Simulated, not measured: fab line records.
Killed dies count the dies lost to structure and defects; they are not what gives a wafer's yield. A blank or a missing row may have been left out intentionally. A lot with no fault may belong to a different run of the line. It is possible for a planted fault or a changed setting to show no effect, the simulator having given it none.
fab line records	flow n5Finfet
record: lots: 4	wafers: 12	lastDay: 18
route steps=1938 shown BEOL_M0_SAQP@683 BEOL_M0_CUTY@701 BEOL_M4@1111 PASSIVATION@1936
lots untouched by any fault: they come from a run of this same line in which no faults occurred
startH: hours from the record's first day to the start of the lot's first wafer shown	waitH: hours from the lot's prior step to this one	" unchanged from the row above	L1.1+2: several wafers, shown together as one row	- no value present, or no start provided	* or withheld: withheld	< > ~ a bound
route shown NAME@n: names a module that has steps shown in the file, with the first one's number in the route	usual: mean/standard deviation taken from wafers without a fault	same: alike in all rows	chamber/n: place in a boat	sites: the reading at each site	_std_site: the standard deviation of these	_edge_site: the outer-site mean with the inner-site mean subtracted	radiusMm: for every site, how far away it sits from the centre of the wafer	mask NAME#n: copy n	behind: the most recent tool/chamber to have shaped the wafer	hold: reason for holding the lot/hours on hold/outcome of the hold	device: the transistor (n, p or np) that didn't switch	end of line: at the end of the route, the tests of the same wafers	for a step that has no rows: nothing shown but its recipe	killed: count of dies lost to structure and defects at first sort (not the wafer's yield)	map: a wafer's dies, x killed, . not, _ none there
set.NAME: the run value of the setting; set.NAME@STEP: its run value at that earlier step	model.NAME: the simulator's own value behind a step, which no gauge read
certain route steps with their lots: each step a table, each wafer a row
services: from which hour (startH, from the record's first day; less than 0 if before it) a tool's chamber was out of use, for how many hours, and why
== steps ==
step: N5_BEOL_M0_SAQP_COAT_34
recipe: resist: CAR-EUV	spinRpm: 1500	resistThkNm: 30
step: N5_BEOL_M0_SAQP_EBR_36
recipe: solvent: PGMEA	ebrWidthMm: 1.5
step: N5_BEOL_M0_SAQP_SOFTBAKE_35
recipe: tempC: 110	timeS: 60	resist: CAR-EUV
step: N5_BEOL_M0_SAQP_EXPOSE_37
recipe: maskId: M0_CUT1	na: 0.33	sourceShape: annular	sigmaInner: 0.35	sigmaOuter: 0.8	polarization: unpolarized	targetCdNm: 30	doseMj: 44.75
step: N5_BEOL_M0_SAQP_PEB_38
recipe: pebTempC: 100	pebTimeS: 60	resist: CAR-EUV
step: N5_BEOL_M0_SAQP_DEVELOP_39
recipe: developTimeS: 30	developer: TMAH	resist: CAR-EUV	rinseLiquid: surfactantRinse	dry: airSpin	devTempC: 23
step: N5_BEOL_M0_SAQP_DESCUM_45
recipe: chemistry: O2	timeS: 7	sourcePowerW: 50	biasPowerW: 20	pressureMtorr: 20	rfFrequencyHz: 2.712e+07	tempC: 40	resist: CAR-EUV	o2FlowSccm: 225
step: N5_BEOL_M0_SAQP_ETCH_88
recipe: chemistry: N2/H2	target: underlayer	targetDepthA: 65	timeS: 5.2	ionEnergyEv: 200	maskMaterial: CAR-EUV	pressureMtorr: 30	sourceW: 840	biasW: 150	n2FlowSccm: 200	h2FlowSccm: 200	ends: cleared
step: N5_BEOL_M0_SAQP_ETCH_73
recipe: chemistry: CF4	target: SiARC	targetDepthA: 195	maskMaterial: CAR-EUV	timeS: 32.5	ionEnergyEv: 80	pressureMtorr: 40	sourceW: 545	biasW: 36	Ar_flow_sccm: 100	cf4FlowSccm: 100	ends: cleared
step: N5_BEOL_M0_SAQP_CUT_ETCH_46
recipe: chemistry: N2/H2	target: SOC	targetDepthA: 1350	overetchA: 270	tempC: 40	timeS: 202.5	ionEnergyEv: 200	maskMaterial: SiARC	pressureMtorr: 30	sourceW: 840	biasW: 150	n2FlowSccm: 200	h2FlowSccm: 200
usual: biasW: 150.1/0.44	drypumpMotorCurrentA: 5.7/0.41	rfVppV: 523.6/2.7	showerheadPlenumPTorr: 2.54/0.091	tempC: 39.98/0.1	throttleValvePct: 17.82/0.19
same: timeS: 202.5
lot.wafer	tool	chamber	startH	waitH	biasW	drypumpMotorCurrentA	rfHoursCounterH	rfVppV	showerheadPlenumPTorr	tempC	throttleValvePct	model.SiARC_of_BEOL_M0_SAQP_COAT_72.thkNm	model.BEOL_M0_SAQP.cdNm	model.SOC_of_BEOL_M0_SAQP_COAT_69.thkNm
L945.1	rieDiel-02	1	142.98	0.0	150.0	5.2	14	521.7	2.49	40.04	17.49	4.8	29.8	90.4
L945.5	"	1	"	"	149.6	5.2	-	523.3	2.49	39.90	17.50	5	30	90.2
L945.6	"	2	"	"	150.0	5.7	-	523.2	2.53	39.96	17.81	4.6	29.8	90.4
L949.1	rieDiel-02	1	168.74	0.0	149.0	5.2	21	520.9	2.49	40.05	17.52	0	34	88.4
L949.2	"	0	"	"	150.0	5.0	144	517.0	2.36	39.94	17.98	0	34.4	88.8
L949.3	"	2	"	"	150.0	5.8	222	523.4	2.52	40.18	17.84	0	34	86.4
L954.2	rieDiel-02	2	196.19	0.0	151.0	5.8	230	522.8	2.52	40.04	17.85	0	34	88
L954.5	"	3	"	"	150.1	5.4	-	524.3	2.53	39.91	17.80	0	35	86.2
L954.6	"	0	"	"	149.8	5.0	-	519.3	2.36	39.97	18.00	0	34.4	88.6
L962.1	rieDiel-02	3	260.59	0.0	149.7	5.5	185	521.9	2.52	40.17	17.81	4.8	30	90.2
L962.2	"	2	"	"	150.5	5.7	249	522.7	2.51	40.07	17.89	4.8	29.8	90
L962.3	"	1	"	"	149.7	5.2	45	522.5	2.48	39.89	17.54	5	29.6	90
step: N5_BEOL_M0_SAQP_STRIP_74
recipe: chemistry: N2/H2	tempC: 40	n2FlowSccm: 200	h2FlowSccm: 200	rfFrequencyHz: 6e+07
step: N5_BEOL_M0_SAQP_STRIP_89
recipe: chemistry: N2/H2	tempC: 40	n2FlowSccm: 200	h2FlowSccm: 200	rfFrequencyHz: 6e+07
step: N5_BEOL_M0_SAQP_ALD_48
recipe: material: SiO2	targetThkA: 200	tempC: 100	aldPrecursorFamily: BDEAS	aldCoReactant: O2-plasma	pulseTimeS: 1	coReactantPulseTimeS: 1	purgeTimeS: 2	coReactantPurgeTimeS: 2	aldCycles: 139	pressureTorr: 2
step: N5_BEOL_M0_SAQP_ETCH_49
recipe: chemistry: CF4/O2	targetDepthA: 370	target: SiO2	pressureMtorr: 40	sourceW: 535	biasW: 49	Ar_flow_sccm: 100	cf4FlowSccm: 100	O2_flow_sccm: 10	ionEnergyEv: 100
usual: biasW: 48.99/0.16	drypumpMotorCurrentA: 5.8/0.43	oes_o_777_au: 0.79/0.09	oesProductAu: 0.79/0.091	rfVppV: 240/4.7	showerheadPlenumPTorr: 2.18/0.077	throttleValvePct: 15.87/0.19
lot.wafer	tool	chamber	startH	waitH	biasW	drypumpMotorCurrentA	oes_o_777_au	oesProductAu	rfHoursCounterH	rfVppV	showerheadPlenumPTorr	throttleValvePct	model.BEOL_M0_SAQP.cdNm	model.SOC_of_BEOL_M0_SAQP_COAT_69.thkNm
L945.1	rieDiel-04	2	143.72	0.3	49.24	5.5	0.68	0.67	244	237	2.27	16.16	30	71.4
L945.5	"	1	"	"	48.99	6.2	0.80	0.80	-	237	2.23	15.73	29.8	71
L945.6	"	2	"	"	49.19	5.5	0.69	0.68	-	236	2.27	16.16	30	71.4
L949.1	rieDiel-04	0	169.47	0.3	48.99	6.4	0.77	0.79	111	246	2.07	15.99	34	69.4
L949.2	"	1	"	"	48.91	6.2	0.79	0.80	95	237	2.23	15.76	34.2	69.4
L949.3	"	3	"	"	49.31	6.0	0.99	0.98	3	239	2.17	15.62	34	66.8
L954.2	rieDiel-04	1	197.06	0.3	48.99	6.2	0.78	0.80	105	236	2.22	15.79	34.2	68.6
L954.5	"	3	"	"	48.76	6.1	0.95	0.94	-	241	2.16	15.64	35.2	66.4
L954.6	"	2	"	"	48.84	5.5	0.98	0.97	-	237	2.27	15.70	34.4	68.8
L962.1	rieDiel-02	2	261.48	0.3	49.04	5.7	0.66	0.67	249	244	2.17	15.88	30	71.2
L962.2	"	1	"	"	49.10	5.2	0.87	0.86	46	239	2.15	15.47	29.8	70.2
L962.3	"	3	"	"	49.33	5.5	0.72	0.71	186	249	2.19	15.94	29.8	70.8
step: N5_BEOL_M0_SAQP_STRIP_75
recipe: chemistry: CF4	resist: SiARC	powerW: 300	biasPowerW: 75	pressureMtorr: 50	cf4FlowSccm: 150	rfFrequencyHz: 6e+07
step: N5_BEOL_M0_CUTY_COAT_50
recipe: resist: SiARC	tempC: 220	timeS: 60	spinRpm: 1500	resistThkNm: 15
step: N5_BEOL_M0_CUTY_COAT_51
recipe: resist: CAR-ArF-block	spinRpm: 1500	resistThkNm: 150
step: N5_BEOL_M0_CUTY_EBR_52
recipe: solvent: PGMEA	ebrWidthMm: 1.5
step: N5_BEOL_M0_CUTY_SOFTBAKE_53
recipe: tempC: 110	timeS: 60	resist: CAR-ArF-block
step: N5_BEOL_M0_CUTY_EXPOSE_54
recipe: maskId: M0_ABLK	na: 1.35	sourceShape: conventional	sigmaOuter: 0.8	polarization: unpolarized	doseMj: 36
step: N5_BEOL_M0_CUTY_PEB_55
recipe: pebTempC: 110	pebTimeS: 60	resist: CAR-ArF-block
step: N5_BEOL_M0_CUTY_DEVELOP_56
recipe: developTimeS: 30	developer: TMAH	resist: CAR-ArF-block	rinseLiquid: diw	dry: airSpin	devTempC: 23
step: N5_BEOL_M0_CUTY_DESCUM_61
recipe: chemistry: O2	timeS: 7.9	sourcePowerW: 50	biasPowerW: 20	pressureMtorr: 20	rfFrequencyHz: 2.712e+07	tempC: 40	resist: CAR-ArF-block	o2FlowSccm: 225
step: N5_BEOL_M0_CUTY_ETCH_62
recipe: chemistry: CF4	target: SiARC	maskMaterial: CAR-ArF-block	timeS: 58.5	ionEnergyEv: 80	pressureMtorr: 40	sourceW: 545	biasW: 36	Ar_flow_sccm: 100	cf4FlowSccm: 100	ends: cleared
step: N5_BEOL_M0_CUTY_ETCH_63
recipe: chemistry: N2/H2	target: SOC	targetDepthA: 827	overetchA: 165	maskMaterial: SiARC	tempC: 40	ionEnergyEv: 200	timeS: 124	pressureMtorr: 30	sourceW: 840	biasW: 150	n2FlowSccm: 200	h2FlowSccm: 200
usual: biasW: 150.0/0.47	drypumpMotorCurrentA: 5.6/0.41	oesProductAu: 0.67/0.071	rfVppV: 524.3/2.3	showerheadPlenumPTorr: 2.56/0.079	tempC: 40.01/0.11	throttleValvePct: 17.79/0.19
same: timeS: 124
lot.wafer	tool	chamber	startH	waitH	biasW	drypumpMotorCurrentA	oesProductAu	rfHoursCounterH	rfVppV	showerheadPlenumPTorr	tempC	throttleValvePct	model.etch.depthNm
L945.1	rieDiel-01	2	145.47	0.0	149.6	4.9	0.78	14	526.3	2.61	40.26	17.60	71.48
L945.5	"	2	"	"	150.1	4.9	0.78	-	526.0	2.61	40.16	17.57	71.06
L945.6	"	3	"	"	150.6	5.6	0.57	-	526.4	2.62	40.00	17.99	71.35
L949.1	rieDiel-05	2	170.00	0.0	149.3	5.8	0.71	45	523.1	2.48	40.14	17.82	69.32
L949.2	"	3	"	"	149.9	6.3	0.55	242	524.7	2.63	40.09	18.09	69.38
L949.3	"	1	"	"	150.8	5.9	0.71	32	521.8	2.47	39.93	17.81	66.7
L954.2	rieDiel-06	2	197.73	0.0	150.5	5.2	0.69	59	527.7	2.69	39.88	17.66	68.52
L954.5	"	1	"	"	149.5	6.2	0.56	-	519.3	2.40	40.09	17.96	66.41
L954.6	"	2	"	"	149.9	5.2	0.68	-	528.1	2.69	39.96	17.64	68.75
L962.1	rieDiel-05	1	262.14	0.0	150.6	5.9	0.70	64	521.1	2.46	40.03	17.88	71.13
L962.2	"	2	"	"	150.5	5.8	0.68	75	523.1	2.46	40.01	17.87	70.22
L962.3	"	0	"	"	150.3	5.8	0.62	125	525.0	2.57	40.06	17.64	70.79
step: N5_BEOL_M0_CUTY_STRIP_64
recipe: chemistry: N2/H2	tempC: 40	n2FlowSccm: 200	h2FlowSccm: 200	rfFrequencyHz: 6e+07
step: N5_BEOL_M4_RC_MEAS_101
usual: DIBL_N: 36.0/1.7	DIBL_P: 36.2/2.3	IOFF_N: 0.16/0.03	IOFF_P: 0.21/0.036	ION_N: 679/11	ION_P: 465/7.1	SS_N: 71.4/0.58	SS_P: 73.3/0.75	VT_N: 249/3.1	VT_P: -251/3.5
lot.wafer	tool	chamber	startH	waitH	DIBL_N[mV/V]	DIBL_P[mV/V]	IOFF_N[nA/um]	IOFF_P[nA/um]	ION_N[uA/um]	ION_P[uA/um]	SS_N[mV/dec]	SS_P[mV/dec]	VT_N[mV]	VT_P[mV]
L945.1	prober-02	0	206.19	0.0	36.3	35.2	0.15	0.18	668	458	71.0	73.9	249	-252
L945.5	"	0	"	"	36.2	35.1	0.15	0.19	675	465	70.8	73.2	250	-251
L945.6	"	0	"	"	35.5	34.5	0.13	0.17	673	454	70.7	73.2	253	-253
L949.1	prober-01	0	230.08	0.0	33.1	33.0	0.10	0.15	653	456	70.4	72.3	257	-254
L949.2	"	0	"	"	36.4	37.6	0.16	0.21	667	462	71.3	74.3	252	-252
L949.3	"	0	"	"	37.3	38.6	0.17	0.24	679	468	71.8	74.1	250	-249
L954.2	prober-02	0	260.48	0.2	34.8	35.1	0.14	0.19	664	461	71.6	72.5	251	-250
L954.5	"	0	"	"	35.2	35.0	0.14	0.19	668	455	70.7	72.5	252	-250
L954.6	"	0	"	"	36.6	36.4	0.16	0.21	669	458	71.6	73.1	250	-250
L962.1	prober-02	0	320.85	0.0	40.9	42.9	0.25	0.31	697	469	72.0	74.5	242	-244
L962.2	"	0	"	"	34.9	37.2	0.15	0.21	676	467	71.2	72.6	250	-249
L962.3	"	0	"	"	34.0	35.8	0.13	0.17	665	456	70.7	72.6	254	-252
step: N5_PASSIVATION_PROBE_49
usual: defectLimitedYield: 91.3/1.5	killed_at_M0_to_M3: 31/11	killed_at_M4_up: 14/5.1	killedAtContacts: 12/5.6	killedAtFrontEnd: 42/12	killedAtOther: 3.8/2.9	killedDies: 103/18	killedOpen: 67/14	killedShort: 33/8	sort_bin_5_function: 5.1/1	sort_bin_6_memory: 3.2/0.75	sortNPass: 1077/18	sortYieldPct: 91.3/1.5
same: grossDies: 1180	killedAtBackSide: 0	sort_bin_4_leakage[%]: 0	sort_bin_8_speed[%]: 0
lot.wafer	tool	chamber	startH	waitH	defectLimitedYield[%]	killed_at_M0_to_M3	killed_at_M4_up	killedAtContacts	killedAtFrontEnd	killedAtOther	killedDies	killedOpen	killedShort	sort_bin_5_function[%]	sort_bin_6_memory[%]	sortNPass	sortYieldPct[%]
L945.1	prober-02	-	315.82	0.0	92.7	17	23	19	26	1	86	57	24	4.2	2.8	1094	92.7
L945.5	prober-02	-	316.02	0.2	91.9	23	4	15	52	2	96	71	25	5.3	2.5	1084	91.9
L945.6	prober-02	-	316.07	0.3	91.5	31	6	13	49	1	100	68	27	5.2	2.6	1080	91.5
L949.2	prober-02	-	349.76	2.5	92.5	18	19	4	42	5	88	45	42	4.7	2.3	1092	92.5
L962.1	prober-01	-	422.50	0.0	89.5	51	23	15	30	5	124	93	27	5.7	4.5	1056	89.5
L962.2	prober-01	-	422.55	0.1	90.9	43	12	21	29	2	107	75	29	4.8	3.7	1073	90.9
L962.3	prober-01	-	422.60	0.1	91.7	33	14	21	24	6	98	67	25	4.7	3.1	1082	91.7
killed by level:class
L945.1 BEOL_M4:geometricParticle:open=17 MOL_CONTACT_COAG:geometricParticle:open=15 BEOL_M1:geometricParticle:open=7 STI_FIN_REVEAL:geometricParticle:open=6 MOL_CONTACT_COAG:geometricParticle:short=4 BEOL_M0_SAQP:geometricParticle:short=4 FIN_SAQP:geometricParticle:short=3 BEOL_M4:geometricParticle:short=3
L945.5 FIN_SAQP:geometricParticle:open=20 MOL_CONTACT_COAG:geometricParticle:open=13 STI_FIN_REVEAL:geometricParticle:open=9 BEOL_M1:geometricParticle:open=8 FIN_SAQP:geometricParticle:short=4 BEOL_M0_SAQP:geometricParticle:open=4 STARTING-WAFER:geometricParticle:open=4 DUMMY_GATE:geometricParticle:open=3
L945.6 STI_FIN_REVEAL:geometricParticle:open=15 BEOL_M0_SAQP:geometricParticle:open=12 MOL_CONTACT_COAG:geometricParticle:open=10 STI_FIN_REVEAL:geometricParticle:short=7 BEOL_M0_SAQP:geometricParticle:short=7 BEOL_M3:geometricParticle:open=7 FIN_SAQP:geometricParticle:short=4 FIN_SAQP:geometricParticle:open=4
L949.2 FIN_SAQP:geometricParticle:open=12 FIN_SAQP:geometricParticle:short=9 BEOL_M4:geometricParticle:short=5 BEOL_M1:geometricParticle:open=5 GATE_CUT:geometricParticle:short=5 BEOL_M5:geometricParticle:open=5 ILD0:geometricParticle:short=4 BEOL_M2:geometricParticle:open=4
L962.1 BEOL_M4:geometricParticle:open=14 MOL_CONTACT_COAG:geometricParticle:open=13 BEOL_M0_SAQP:geometricParticle:open=12 BEOL_M0:geometricParticle:open=10 BEOL_M3:geometricParticle:open=8 FIN_SAQP:geometricParticle:open=7 BEOL_M1:geometricParticle:open=6 BEOL_M0_SAQP:geometricParticle:short=5
L962.2 MOL_CONTACT_COAG:geometricParticle:open=16 BEOL_M2:geometricParticle:open=11 BEOL_M1:geometricParticle:open=9 BEOL_M3:geometricParticle:open=9 FIN_SAQP:geometricParticle:open=7 BEOL_M0_SAQP:geometricParticle:short=7 DUMMY_GATE:geometricParticle:open=5 MOL_CONTACT_COAG:geometricParticle:short=5
L962.3 MOL_CONTACT_COAG:geometricParticle:open=15 MOL_CONTACT_COAG:geometricParticle:short=6 BEOL_M1:geometricParticle:open=6 BEOL_M3:geometricParticle:open=6 STI_FIN_REVEAL:geometricParticle:open=5 BEOL_M0_SAQP:geometricParticle:open=5 BEOL_M2:geometricParticle:open=5 HKMG_FIN:areaEtch=5
== services ==
tool	chamber	startH	hours	kind
rieDiel-06	-	125.58	28.1	pm
rieDiel-01	2	128.72	2.3	repair
rieDiel-04	3	136.92	-	clean
rieDiel-04	3	136.92	-	consumableReplace:focusRing
rieDiel-04	3	136.92	28.0	scheduledDown
rieDiel-04	3	136.92	28.0	ventCycle
rieDiel-04	2	165.08	-	clean
rieDiel-04	2	165.08	-	consumableReplace:focusRing
rieDiel-04	2	165.08	20.6	scheduledDown
rieDiel-04	2	165.08	20.6	ventCycle
rieDiel-06	3	166.60	-	clean
rieDiel-06	3	166.60	-	consumableReplace:focusRing
rieDiel-05	3	194.37	-	clean
rieDiel-05	3	194.37	-	consumableReplace:focusRing
rieDiel-05	3	194.37	13.7	scheduledDown
rieDiel-05	3	194.37	13.7	ventCycle
rieDiel-02	-	197.02	0.7	repair
rieDiel-02	1	204.40	10.7	repair
rieDiel-06	3	225.92	16.6	repair
rieDiel-02	0	259.82	6.2	repair
== key ==
firstSign none at tools or gauges
modelEffect: step: N5_BEOL_M0_SAQP_CUT_ETCH_46	value: SiARC_of_BEOL_M0_SAQP_COAT_72.thkNm	without: 4.867	struck: 0
modelEffect: step: N5_BEOL_M0_SAQP_ETCH_49	value: BEOL_M0_SAQP.cdNm	without: 29.87	struck: 34.33
modelEffect: step: N5_BEOL_M0_CUTY_ETCH_63	value: etch.depthNm	without: 70.56	struck: 68.18
metAt N5_BEOL_M0_SAQP_CUT_ETCH_46
struckWafers L949.1,L949.2,L949.3,L954.2,L954.5,L954.6
onsetBetween 142.98 168.74
fault: kind: processParameterDrift	tool: rieDiel-02	chamber: -	onsetH: 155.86	steps: N5_BEOL_M0_SAQP_CUT_ETCH_46	channel: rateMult	offset: 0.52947	shape: step	endH: 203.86
